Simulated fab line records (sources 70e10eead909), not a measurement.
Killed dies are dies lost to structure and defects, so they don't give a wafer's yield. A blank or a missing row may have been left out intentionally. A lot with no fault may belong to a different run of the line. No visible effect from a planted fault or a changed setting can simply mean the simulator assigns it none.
fab line records	flow nand_harc
[record] lots = 15	wafers = 43	last_day = 33
route steps=1302 shown A_ZERO_WELL@401 A_ONON_D1@425 END@1302
lots that met no fault: taken from a fault-free run of the same line
start_h: start of the lot's first displayed wafer, in hours after the record's first day	wait_h: hours since the lot's step before	" as in the row above	L1.1+2: one row covering several wafers at once	- value missing, or start not given	* or withheld: withheld	< > ~ a bound
route shown NAME@n: a module of which the file shows steps, and the number in the route of the first	usual: mean and standard deviation over wafers with no fault	same: alike in all rows	chamber/n: place in a boat	sites: each site's reading	_std_site: the values' standard deviation	_edge_site: the outer-site mean with the inner-site mean subtracted	radius_mm: for every site, how far away it sits from the centre of the wafer	mask NAME#n: copy n	behind: the tool/chamber that last shaped the wafer	hold: why the lot went on hold/how many hours it stayed there/how the hold came to an end	device: the n, p or np transistor that did not switch	end of line: the tests these same wafers got at the end of their route	a step with no rows: only its recipe	killed: count of dies lost to structure and defects at first sort (not the wafer's yield)	map: dies across one wafer; x = killed, . = not, _ = none there
set.NAME: the setting the step ran with; set.NAME@STEP: the setting that earlier step ran with	model.NAME: the simulator's own value behind a step, which no gauge read
route steps across a sampled set of lots; one table per step, one row per wafer
services: the hour from which a tool's chamber was out of use, counted from the record's first day as start_h (under 0 if before that day), plus the number of hours and why
[[steps]]
[step NHARC_A_ZERO_WELL_CD_MEAS_10]
[recipe] target_cd_nm = 2000	landing_energy_ev = 500
[usual] cd_nm = 2001.9/1.6
lot.wafer	tool	chamber	start_h	wait_h	cd_nm
L759.2	cd_sem-01	0	142.60	-	1999.4
L759.5	"	0	"	"	1998.5
L759.6	"	0	"	"	2000.4
L762.1	cd_sem-03	0	168.85	-	2003.5
L762.2	"	0	"	"	2003.7
L762.5	"	0	"	"	2003.0
L763.2	cd_sem-03	0	175.95	-	2001.1
L763.3	"	0	"	"	2002.6
L763.6	"	0	"	"	2000.8
L760.1	cd_sem-01	0	197.69	-	2002.5
L760.2	"	0	"	"	2001.9
L760.3	"	0	"	"	2001.7
L765.1	cd_sem-02	0	201.29	-	2002.4
L765.3	"	0	"	"	2002.0
L765.5	"	0	"	"	2003.2
L766.2	cd_sem-02	0	208.05	-	2003.5
L766.3	"	0	"	"	2001.0
L766.5	"	0	"	"	2001.1
L769.1	cd_sem-02	0	238.35	-	2000.5
L769.2	"	0	"	"	2001.0
L769.6	"	0	"	"	2001.3
L770.1	cd_sem-03	0	257.06	-	2003.2
L770.3	"	0	"	"	2003.0
L770.6	"	0	"	"	2001.5
L771.1	cd_sem-02	0	261.65	-	2002.8
L771.3	"	0	"	"	2001.8
L771.5	"	0	"	"	2002.9
L772.1	cd_sem-03	0	280.86	-	1999.8
L772.4	"	0	"	"	2003.3
L772.6	"	0	"	"	2000.1
L775.1	cd_sem-02	0	294.30	-	2001.2
L775.3	"	0	"	"	2002.3
L775.6	"	0	"	"	2002.2
L774.1	cd_sem-02	0	295.39	-	2001.7
L774.4	"	0	"	"	2002.7
L774.5	"	0	"	"	2000.9
L778.3	cd_sem-03	0	324.69	-	2004.0
L778.5	"	0	"	"	2001.8
L779.1	cd_sem-03	0	339.20	-	2004.5
L779.5	"	0	"	"	2001.1
L780.1	cd_sem-01	0	349.82	-	2003.2
L780.5	"	0	"	"	2003.2
L780.6	"	0	"	"	2000.3
[step NHARC_A_ONON_D1_THK_MEAS_02]
[recipe] thk_meas_gauge = ellipsometry
[usual] thk_nm = 1000/9.6
lot.wafer	tool	chamber	start_h	wait_h	thk_nm
L759.2	film_metro-01	-	166.65	-	985
L759.5	"	-	"	"	985
L759.6	"	-	"	"	983
L762.1	film_metro-02	-	190.64	-	992
L762.2	"	-	"	"	991
L762.5	"	-	"	"	992
L763.2	film_metro-02	-	197.87	-	1011
L763.3	"	-	"	"	1011
L763.6	"	-	"	"	1012
L760.1	film_metro-02	-	221.69	-	992
L760.2	"	-	"	"	994
L760.3	"	-	"	"	993
L765.1	film_metro-02	-	226.03	-	995
L765.3	"	-	"	"	997
L765.5	"	-	"	"	996
L766.2	film_metro-01	-	233.16	-	1000
L766.3	"	-	"	"	1000
L766.5	"	-	"	"	1001
L769.1	film_metro-02	-	258.85	-	1012
L769.2	"	-	"	"	1011
L769.6	"	-	"	"	1012
L770.1	film_metro-02	-	279.04	-	1002
L770.3	"	-	"	"	1001
L770.6	"	-	"	"	1004
L771.1	film_metro-02	-	283.58	-	991
L771.3	"	-	"	"	993
L771.5	"	-	"	"	993
L772.1	film_metro-02	-	305.95	-	1015
L772.4	"	-	"	"	1018
L772.6	"	-	"	"	1018
L775.1	film_metro-02	-	317.42	-	1003
L775.3	"	-	"	"	1004
L775.6	"	-	"	"	1001
L774.1	film_metro-02	-	317.50	-	995
L774.4	"	-	"	"	998
L774.5	"	-	"	"	998
L778.3	film_metro-01	-	347.91	-	1011
L778.5	"	-	"	"	1011
L779.1	film_metro-01	-	362.75	-	1001
L779.5	"	-	"	"	1002
L780.1	film_metro-02	-	372.32	-	993
L780.5	"	-	"	"	992
L780.6	"	-	"	"	993
[step NHARC_A_ONON_D1_DEP_12]
[recipe] target_thk_a = 10000	n2_flow_sccm = 2750	n2o_flow_sccm = 2000	nh3_flow_sccm = 500	sih4_flow_sccm = 210	temp_c = 400
[usual] nh3_flow_sccm = 499.8/1.5
lot.wafer	tool	chamber	start_h	wait_h	nh3_flow_sccm
L759.2	pecvd_onon-01	0	168.46	0.1	500.0
L759.5	"	0	"	"	500.3
L759.6	"	0	"	"	499.3
L762.1	pecvd_onon-03	0	192.39	0.1	499.3
L762.2	"	0	"	"	498.9
L762.5	"	0	"	"	498.8
L763.2	pecvd_onon-01	0	199.67	0.1	499.5
L763.3	"	0	"	"	501.0
L763.6	"	0	"	"	500.9
L760.1	pecvd_onon-01	0	223.45	0.1	497.0
L760.2	"	0	"	"	501.8
L760.3	"	0	"	"	499.7
L765.1	pecvd_onon-02	0	227.78	0.1	500.1
L765.3	"	0	"	"	499.6
L765.5	"	0	"	"	498.6
L766.2	pecvd_onon-02	0	234.97	0.1	498.3
L766.3	"	0	"	"	497.5
L766.5	"	0	"	"	499.5
L769.1	pecvd_onon-02	0	260.60	0.1	500.0
L769.2	"	0	"	"	498.9
L769.6	"	0	"	"	498.4
L770.1	pecvd_onon-03	0	280.79	0.1	498.6
L770.3	"	0	"	"	498.3
L770.6	"	0	"	"	501.3
L771.1	pecvd_onon-02	0	285.33	0.1	503.0
L771.3	"	0	"	"	501.8
L771.5	"	0	"	"	497.9
L772.1	pecvd_onon-03	0	307.70	0.1	496.8
L772.4	"	0	"	"	500.9
L772.6	"	0	"	"	498.4
L775.1	pecvd_onon-03	0	319.17	0.1	498.3
L775.3	"	0	"	"	498.1
L775.6	"	0	"	"	499.0
L774.1	pecvd_onon-02	0	319.26	0.1	498.6
L774.4	"	0	"	"	499.6
L774.5	"	0	"	"	500.7
L778.3	pecvd_onon-03	0	349.81	0.2	499.0
L778.5	"	0	"	"	496.3
L779.1	pecvd_onon-03	0	364.54	0.1	496.4
L779.5	"	0	"	"	498.8
L780.1	pecvd_onon-03	0	374.08	0.1	501.0
L780.5	"	0	"	"	502.1
L780.6	"	0	"	"	500.5
[step NHARC_A_ONON_D1_THK_MEAS_14]
[recipe] thk_meas_gauge = ellipsometry
[usual] thk_nm = 1000/8.1
lot.wafer	tool	chamber	start_h	wait_h	thk_nm
L759.2	film_metro-01	-	168.91	-	997
L759.5	"	-	"	"	997
L759.6	"	-	"	"	997
L762.1	film_metro-01	-	192.90	-	993
L762.2	"	-	"	"	994
L762.5	"	-	"	"	994
L763.2	film_metro-02	-	200.12	-	1011
L763.3	"	-	"	"	1012
L763.6	"	-	"	"	1012
L760.1	film_metro-02	-	223.96	-	993
L760.2	"	-	"	"	993
L760.3	"	-	"	"	995
L765.1	film_metro-02	-	228.29	-	991
L765.3	"	-	"	"	990
L765.5	"	-	"	"	991
L766.2	film_metro-01	-	235.43	-	996
L766.3	"	-	"	"	998
L766.5	"	-	"	"	997
L769.1	film_metro-02	-	261.11	-	998
L769.2	"	-	"	"	997
L769.6	"	-	"	"	997
L770.1	film_metro-02	-	281.30	-	1006
L770.3	"	-	"	"	1007
L770.6	"	-	"	"	1006
L771.1	film_metro-02	-	285.84	-	1004
L771.3	"	-	"	"	1006
L771.5	"	-	"	"	1006
L772.1	film_metro-02	-	308.20	-	1005
L772.4	"	-	"	"	1007
L772.6	"	-	"	"	1006
L775.1	film_metro-02	-	319.69	-	994
L775.3	"	-	"	"	992
L775.6	"	-	"	"	993
L774.1	film_metro-02	-	319.77	-	1007
L774.4	"	-	"	"	1007
L774.5	"	-	"	"	1007
L778.3	film_metro-02	-	350.20	-	1005
L778.5	"	-	"	"	653
L779.1	film_metro-02	-	365.05	-	996
L779.5	"	-	"	"	646
L780.1	film_metro-01	-	374.59	-	1002
L780.5	"	-	"	"	650
L780.6	"	-	"	"	1002
[step NHARC_END_SORT_01]
[recipe] temp_c = 25
[usual] killed_at_array = 55/22	killed_at_other = 1.1/1.4	killed_at_periphery = 4/3.2	killed_dies = 59/22	killed_open = 3.3/1.8	killed_short = 2.5/1.5
[same] gross_dies = 677
lot.wafer	tool	chamber	start_h	wait_h	killed_at_array	killed_at_other	killed_at_periphery	killed_dies	killed_open	killed_short
L778.3	prober-02	0	744.84	3.1	81	0	2	83	4	0
L778.5	prober-02	0	746.43	3.7	674	0	3	677	3	1
L780.1	prober-01	0	776.58	2.5	61	2	3	66	5	3
L780.5	prober-01	0	779.78	3.7	674	2	1	677	7	2
L780.6	prober-01	0	780.58	4.0	70	1	0	71	3	1
L779.1	prober-02	0	790.23	8.4	59	1	2	62	3	3
L779.5	prober-02	0	793.41	9.6	673	2	2	677	4	3
// killed by level:class
L778.3 A_SLIT:chamber_film_flake=31 A_CHANNEL_HOLE_D2:chamber_film_flake=28 A_CHANNEL_HOLE_D1:chamber_film_flake=10 A_CONTACT:chamber_film_flake=4 A_BLC:geometric_particle:open=2 A_WL_FILL:chamber_film_flake=2 A_DECK1_JOINT:geometric_particle:open=1 A_M1:geometric_particle:open=1
L778.5 A_ONON_D1:area_dep=608 A_CHANNEL_HOLE_D2:chamber_film_flake=25 A_SLIT:chamber_film_flake=22 A_CHANNEL_HOLE_D1:chamber_film_flake=9 A_WL_FILL:chamber_film_flake=3 A_CONTACT:chamber_film_flake=3 P_M0:geometric_particle:open=2 A_ONON_D2:geometric_particle:short=1
L780.1 A_CHANNEL_HOLE_D2:chamber_film_flake=18 A_CHANNEL_HOLE_D1:chamber_film_flake=12 A_SLIT:chamber_film_flake=11 A_CONTACT:chamber_film_flake=9 A_SGD_CUT:chamber_film_flake=3 P_CONTACT:geometric_particle:open=2 A_CHANNEL_HOLE_D2:geometric_particle:short=2 A_STAIRCASE:chamber_film_flake=2
L780.5 A_ONON_D1:area_dep=600 A_CHANNEL_HOLE_D2:chamber_film_flake=25 A_CHANNEL_HOLE_D1:chamber_film_flake=17 A_CONTACT:chamber_film_flake=11 A_SGD_CUT:chamber_film_flake=4 A_SLIT:chamber_film_flake=3 A_ONON_D1:geometric_particle:short=2 A_BLC:geometric_particle:open=2
L780.6 A_CHANNEL_HOLE_D2:chamber_film_flake=27 A_CHANNEL_HOLE_D1:chamber_film_flake=21 A_CONTACT:chamber_film_flake=8 A_SLIT:chamber_film_flake=7 A_SOURCE_PLATE:geometric_particle:open=1 A_CHANNEL_FILL_D1:geometric_particle:short=1 A_CONTACT:geometric_particle:open=1 A_M0:geometric_particle:open=1
L779.1 A_SLIT:chamber_film_flake=33 A_CHANNEL_HOLE_D1:chamber_film_flake=14 A_CONTACT:chamber_film_flake=4 A_M0:geometric_particle:open=2 P_M1:geometric_particle:open=1 A_CHANNEL_FILL_D1:geometric_particle:short=1 A_CHANNEL_FILL_D2:geometric_particle:short=1 A_WL_FILL:geometric_particle:short=1
L779.5 A_ONON_D1:area_dep=611 A_SLIT:chamber_film_flake=30 A_CHANNEL_HOLE_D1:chamber_film_flake=16 A_CONTACT:chamber_film_flake=9 P_GATE:geometric_particle:open=1 P_CONTACT:geometric_particle:open=1 A_CHANNEL_FILL_D1:geometric_particle:open=1 A_DECK1_JOINT:geometric_particle:open=1
[[services]]
tool	chamber	start_h	hours	kind
pecvd_onon-02	-	185.28	13.0	pm
pecvd_onon-03	-	227.00	13.0	pm
pecvd_onon-01	-	269.95	13.0	pm
pecvd_onon-02	-	366.28	13.0	pm
[[key]]
[first_sign] step = NHARC_A_ONON_D1_THK_MEAS_14	reading = thk_nm	direction = down	sigmas = 43	usual = 1000	struck = 650
[effect] step = NHARC_END_SORT_01	reading = killed_dies	direction = up	sigmas = 28	usual = 59	struck = 677
[more_kills_born_at] NHARC_A_ONON_D1_DEP_12@pecvd_onon-03 = 1819
met_at NHARC_A_ONON_D1_DEP_12
struck_lots L778,L779,L780
struck_wafers L778.5,L779.5,L780.5
later_rows_left_out L778.5,L779.5,L780.5
tester_left_out L778,L779,L780
not_acting_at NHARC_A_ZERO_WELL_CD_MEAS_10,NHARC_A_ONON_D1_THK_MEAS_02
onset_between 319.17 349.81
[fault] kind = process_parameter_drift	tool = pecvd_onon-03	chamber = -	onset_h = 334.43	steps = NHARC_A_ONON_D1_DEP_12	channel = target_thk_a	offset = *	shape = step	end_h = 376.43	scope = struck_wafers_only	acts_in = *	stated = *
// tester_left_out: of these lots the tester's yield and bins aren't shown, on N5 and GAA mostly nor the transistor test; their killed dies are dies lost to structure and defects alone, not to doping, threshold or leakage, so they don't give the yield
// later_rows_left_out: the simulator's readings of these wafers behind a module that went badly wrong aren't trusted and aren't shown, but for the sort
